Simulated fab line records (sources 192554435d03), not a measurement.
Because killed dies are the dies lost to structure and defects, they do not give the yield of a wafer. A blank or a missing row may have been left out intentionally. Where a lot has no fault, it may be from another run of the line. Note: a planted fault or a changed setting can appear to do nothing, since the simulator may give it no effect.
The tool behind it: which one? + flow n5 finfet + 9 lots with 27 wafers sampled at 7 steps, on a route of 1938 steps

WHAT EACH GAUGE READ, for each wafer
N5_GATE_CUT_THK_MEAS_24.
| lot  | measured     | on            | GC_FILL_THK (nm)  |
|------|--------------|---------------|-------------------|
| L206 | day 4 21:44  | film metro-02 | 219.6 222.8 222.1 |
| L207 | day 5 03:42  | film metro-01 | 220.6 220.2 222.7 |
| L209 | day 5 19:00  | film metro-02 | 219.3 222.7 222.3 |
| L211 | day 6 08:48  | film metro-01 | 219.1 221.1 221.8 |
| L212 | day 6 11:19  | film metro-02 | 218.2 222.7 225.9 |
| L213 | day 6 17:04  | film metro-02 | 219.0 221.8 220.8 |
| L221 | day 8 22:34  | film metro-01 | 218.6 221.3 221.9 |
| L225 | day 9 17:42  | film metro-01 | 221.1 221.2 220.4 |
| L228 | day 10 12:14 | film metro-02 | 222.4 222.9 224.2 |

N5_MOL_CONTACT_COAG_CD_MEAS_08: the cd target is 28 nm.
| lot  | measured     | on        | cd nm (nm)        |
|------|--------------|-----------|-------------------|
| L206 | day 4 22:54  | cd sem-01 | 27.87 27.97 27.75 |
| L207 | day 5 04:44  | cd sem-02 | 27.68 28.00 27.95 |
| L209 | day 5 20:10  | cd sem-03 | 28.13 28.03 27.85 |
| L211 | day 6 09:50  | cd sem-02 | 28.33 28.04 27.92 |
| L212 | day 6 12:22  | cd sem-03 | 28.16 27.87 28.10 |
| L213 | day 6 18:16  | cd sem-03 | 28.40 28.00 28.13 |
| L221 | day 8 23:36  | cd sem-03 | 26.57 26.83 26.92 |
| L225 | day 9 18:52  | cd sem-01 | 28.05 28.64 27.86 |
| L228 | day 10 13:24 | cd sem-01 | 27.97 27.67 28.44 |

N5_MOL_CONTACT_COAG_CD_MEAS_99: the cd target is 17.2 nm.
| lot  | measured     | on        | cd nm (nm)     |
|------|--------------|-----------|----------------|
| L206 | day 4 23:25  | cd sem-01 | 16.7 17.5 17.1 |
| L207 | day 5 05:56  | cd sem-03 | 17.3 17.1 17.7 |
| L209 | day 5 21:17  | cd sem-02 | 16.8 17.3 17.8 |
| L211 | day 6 10:22  | cd sem-02 | 17.4 17.4 17.0 |
| L212 | day 6 12:58  | cd sem-03 | 16.9 17.6 17.5 |
| L213 | day 6 18:47  | cd sem-02 | 17.6 17.4 17.0 |
| L221 | day 9 00:10  | cd sem-02 | 16.0 16.6 15.9 |
| L225 | day 9 19:23  | cd sem-03 | 17.5 17.2 17.3 |
| L228 | day 10 13:56 | cd sem-01 | 17.5 16.7 17.5 |

N5_BEOL_M4_RC_MEAS_101.
| lot  | measured     | on        | DIBL_N (mV/V)  | DIBL_P (mV/V)  | IOFF_N (nA/um) | IOFF_P (nA/um) | ION_N (uA/um) | ION_P (uA/um) | RC_DENSE_N (ohm.um) | RC_DENSE_P (ohm.um) | RC_N (ohm.um)  | RC_P (ohm.um)  | SS_N (mV/dec)  | SS_P (mV/dec)  | VT_N (mV)   | VT_P (mV)      |
|------|--------------|-----------|----------------|----------------|----------------|----------------|---------------|---------------|---------------------|---------------------|----------------|----------------|----------------|----------------|-------------|----------------|
| L206 | day 8 07:29  | prober-01 | 35.8 33.8 35.6 | 35.9 32.6 34.7 | 0.15 0.11 0.15 | 0.24 0.19 0.22 | 678 659 672   | 477 464 470   | 20.1 18.7 19.2      | 24.9 23.7 24.1      | 16.5 15.4 15.7 | 20.4 19.3 19.6 | 71.1 70.3 71.3 | 73.3 72.6 72.8 | 249 253 248 | -246 -251 -247 |
| L207 | day 8 11:39  | prober-02 | 35.8 35.9 38.0 | 36.9 35.7 39.7 | 0.15 0.15 0.19 | 0.22 0.19 0.27 | 678 664 675   | 470 457 469   | 18.8 19.1 18.4      | 23.4 23.7 22.9      | 15.5 15.7 14.9 | 19.2 19.4 18.6 | 71.6 71.4 72.2 | 73.6 72.8 74.3 | 248 249 249 | -250 -252 -249 |
| L209 | day 9 05:44  | prober-01 | 38.3 35.9 36.2 | 35.2 32.5 33.4 | 0.17 0.13 0.13 | 0.21 0.18 0.19 | 679 662 671   | 465 458 460   | 19.4 18.9 18.6      | 24.5 23.5 23.1      | 15.9 15.4 15.2 | 20.0 19.4 18.8 | 71.6 71.3 71.5 | 73.2 71.8 72.3 | 248 248 251 | -249 -251 -250 |
| L211 | day 10 01:50 | prober-02 | 36.2 35.3 37.4 | 36.8 34.3 39.0 | 0.15 0.12 0.18 | 0.20 0.17 0.23 | 654 665 671   | 455 461 458   | 18.8 19.3 19.3      | 23.7 23.8 24.0      | 15.5 15.8 15.6 | 19.4 19.4 19.5 | 72.1 71.8 71.7 | 73.0 72.3 74.2 | 252 255 248 | -251 -253 -250 |
| L212 | day 9 21:27  | prober-02 | 34.3 33.2 35.8 | 33.8 33.0 37.2 | 0.13 0.12 0.16 | 0.17 0.15 0.22 | 659 648 670   | 452 440 458   | 18.9 18.1 18.7      | 23.4 22.4 23.2      | 15.5 14.8 15.3 | 18.9 18.2 18.9 | 71.4 70.8 71.2 | 72.2 72.7 73.9 | 255 257 249 | -256 -258 -252 |
| L213 | day 10 04:14 | prober-01 | 37.7 35.6 35.2 | 38.2 36.0 35.4 | 0.22 0.17 0.16 | 0.30 0.24 0.24 | 675 685 667   | 464 471 466   | 18.3 18.4 18.5      | 23.1 23.2 23.4      | 15.0 15.0 15.3 | 18.9 18.9 19.2 | 71.6 71.0 70.4 | 74.1 73.0 73.9 | 245 245 250 | -245 -248 -245 |
| L221 | day 12 12:28 | prober-02 | 34.2 33.3 36.3 | 33.8 32.6 36.6 | 0.13 0.13 0.17 | 0.18 0.17 0.23 | 644 654 662   | 454 458 456   | 20.5 20.9 20.9      | 25.3 25.8 25.8      | 16.6 16.8 17.0 | 20.5 20.8 20.9 | 70.6 70.6 72.2 | 72.7 72.4 73.4 | 253 251 248 | -253 -251 -250 |
| L225 | day 13 17:14 | prober-02 | 40.5 37.6 38.3 | 38.1 34.2 34.9 | 0.21 0.15 0.16 | 0.27 0.20 0.20 | 666 660 653   | 462 462 457   | 18.9 19.4 18.6      | 23.2 23.9 23.0      | 15.3 15.7 15.2 | 18.9 19.2 18.7 | 71.8 71.4 71.7 | 73.7 72.6 72.8 | 246 250 251 | -247 -250 -250 |
| L228 | day 15 03:51 | prober-02 | 38.7 36.5 34.7 | 39.5 37.2 35.7 | 0.20 0.16 0.13 | 0.25 0.22 0.20 | 694 679 661   | 469 470 465   | 19.0 20.1 18.5      | 23.4 25.4 23.1      | 15.3 16.6 15.1 | 19.2 20.6 18.9 | 72.4 72.2 71.4 | 73.6 73.4 72.2 | 244 250 252 | -246 -247 -252 |

WHICH TOOL RAN EACH LOT (tool, then ch and the chambers of the sampled wafers, then the start)
| lot  | N5_GATE_CUT_VAPOR_ETCH_48         | N5_GATE_CUT_CMP_23           | N5_MOL_CONTACT_COAG_EXPOSE_05     |
|------|-----------------------------------|------------------------------|-----------------------------------|
| L206 | rie metal-03 ch 0,1, day 4 19:28  | cmp-02 ch 1,2,3, day 4 21:31 | euv scanner-02 ch 0, day 4 22:46  |
| L207 | rie metal-02 ch 0,1, day 5 01:40  | cmp-02 ch 0,2,3, day 5 03:27 | euv scanner-02 ch 0, day 5 04:37  |
| L209 | rie metal-01 ch 0,1, day 5 15:28  | cmp-03 ch 0,1,2, day 5 18:47 | euv scanner-01 ch 0, day 5 20:02  |
| L211 | rie metal-02 ch 1, day 6 06:41    | cmp-03 ch 0,3, day 6 08:31   | euv scanner-01 ch 0, day 6 09:43  |
| L212 | rie metal-02 ch 1, day 6 09:16    | cmp-02 ch 0,1, day 6 11:04   | euv scanner-01 ch 0, day 6 12:14  |
| L213 | rie metal-03 ch 0, day 6 14:56    | cmp-03 ch 0,1, day 6 16:47   | euv scanner-02 ch 0, day 6 18:08  |
| L221 | rie metal-02 ch 0,1, day 8 19:28  | cmp-03 ch 0,1,3, day 8 22:16 | euv scanner-02 ch 0, day 8 23:28  |
| L225 | rie metal-02 ch 1, day 9 15:39    | cmp-02 ch 0,1,3, day 9 17:25 | euv scanner-01 ch 0, day 9 18:44  |
| L228 | rie metal-02 ch 0,1, day 10 09:53 | cmp-03 ch 0,3, day 10 11:59  | euv scanner-01 ch 0, day 10 13:16 |
- N5_GATE_CUT_VAPOR_ETCH_48: etches TiN in BCl3/Cl2.
- N5_GATE_CUT_CMP_23: polishes, stops on SiO2, t overpolish 23.4 s, target thk 16 nm.
- N5_MOL_CONTACT_COAG_EXPOSE_05: exposes mask CA, defocus 0 nm.

AS READ BY THE TOOLS THEMSELVES (means over the sampled wafers that have a number; for cases with no such wafer, the mark the record gives instead)
N5_GATE_CUT_VAPOR_ETCH_48.
| lot  | tool         | drypump motor current A (A) | oes product au (a.u.) |
|------|--------------|-----------------------------|-----------------------|
| L206 | rie metal-03 | 5.9                         | 0.66                  |
| L207 | rie metal-02 | 5.4                         | 0.81                  |
| L209 | rie metal-01 | 6.0                         | 0.65                  |
| L211 | rie metal-02 | 5.3                         | 0.86                  |
| L212 | rie metal-02 | 5.3                         | 0.86                  |
| L213 | rie metal-03 | 6.2                         | 0.78                  |
| L221 | rie metal-02 | 5.6                         | 0.74                  |
| L225 | rie metal-02 | 5.2                         | 0.84                  |
| L228 | rie metal-02 | 5.6                         | 0.73                  |

N5_GATE_CUT_CMP_23.
| lot  | tool   | motor current A (A) | overpolish run s (s) | time to endpoint s (s) |
|------|--------|---------------------|----------------------|------------------------|
| L206 | cmp-02 | 8.8                 | 23.400               | 15.9                   |
| L207 | cmp-02 | 8.7                 | 23.395               | 16.2                   |
| L209 | cmp-03 | 9.0                 | 23.403               | 19.4                   |
| L211 | cmp-03 | 8.4                 | 23.403               | 21.4                   |
| L212 | cmp-02 | 8.5                 | 23.408               | 20.2                   |
| L213 | cmp-03 | 8.0                 | 23.410               | 20.9                   |
| L221 | cmp-03 | 8.5                 | 23.401               | 17.2                   |
| L225 | cmp-02 | 8.5                 | 23.404               | 17.0                   |
| L228 | cmp-03 | 7.9                 | 23.400               | 20.7                   |

N5_MOL_CONTACT_COAG_EXPOSE_05.
| lot  | tool           | exposure dose mJ cm2 |
|------|----------------|----------------------|
| L206 | euv scanner-02 | 38.22                |
| L207 | euv scanner-02 | 38.24                |
| L209 | euv scanner-01 | 38.26                |
| L211 | euv scanner-01 | 38.27                |
| L212 | euv scanner-01 | 38.30                |
| L213 | euv scanner-02 | 38.21                |
| L221 | euv scanner-02 | 38.60                |
| L225 | euv scanner-01 | 38.23                |
| L228 | euv scanner-01 | 38.28                |

THE ANSWER, worked out from the rows above alone
Rule: the lots themselves supply what counts as usual. Put in order of their means at a reading, lots are off if they are a third of the lots or fewer, leave a main group of 4 or more, and stand apart from it by a gap of 3 or more times the standard deviation of the main group's means; of several such gaps the widest counts. Not used: any main group whose means are identical at the precision the tables above print for the reading. A lot without any number at a reading at which 4 lots or more have one is off too. All remaining lots with rows at the step are treated as sound. The gauges are gone through in route order, then the tools' own readings, and for those a lot's mean is taken as printed above. At the first step where some lot is off, the reading lying furthest off is the one used; lots without a number count as furthest.
Off: L221 (N5_MOL_CONTACT_COAG_CD_MEAS_08, cd nm). Mean 28.03 nm and standard deviation 0.11 in the main group.
A tool fits if, at a process step before that reading, it ran every lot that is off, and no sound lot after the first of them. The gauges at N5_MOL_CONTACT_COAG_CD_MEAS_08 aren't tried: what is off there is off at N5_MOL_CONTACT_COAG_CD_MEAS_99 too, on other tools, and a gauge's error can't cause that. One fits: N5_MOL_CONTACT_COAG_EXPOSE_05 on euv scanner-02. A fault onset in the window from L213 (day 6 18:08, its last sound lot) to L221 (day 8 23:28, its first lot off) fits.
On the lots that are off, the tool's own readings at N5_MOL_CONTACT_COAG_EXPOSE_05 differ by more than 5 times the standard deviation of the sound lots' means, which bears it out; exposure dose mJ cm2 reads 38.60 there versus 38.25 on the sound lots.

WHAT WAS PUT IN BY THE SIMULATOR
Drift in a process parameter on euv scanner-02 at N5_MOL_CONTACT_COAG_EXPOSE_05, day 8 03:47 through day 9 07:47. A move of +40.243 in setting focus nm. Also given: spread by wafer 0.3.
Shown lots that were struck: L221. This agrees with what the rule above found.
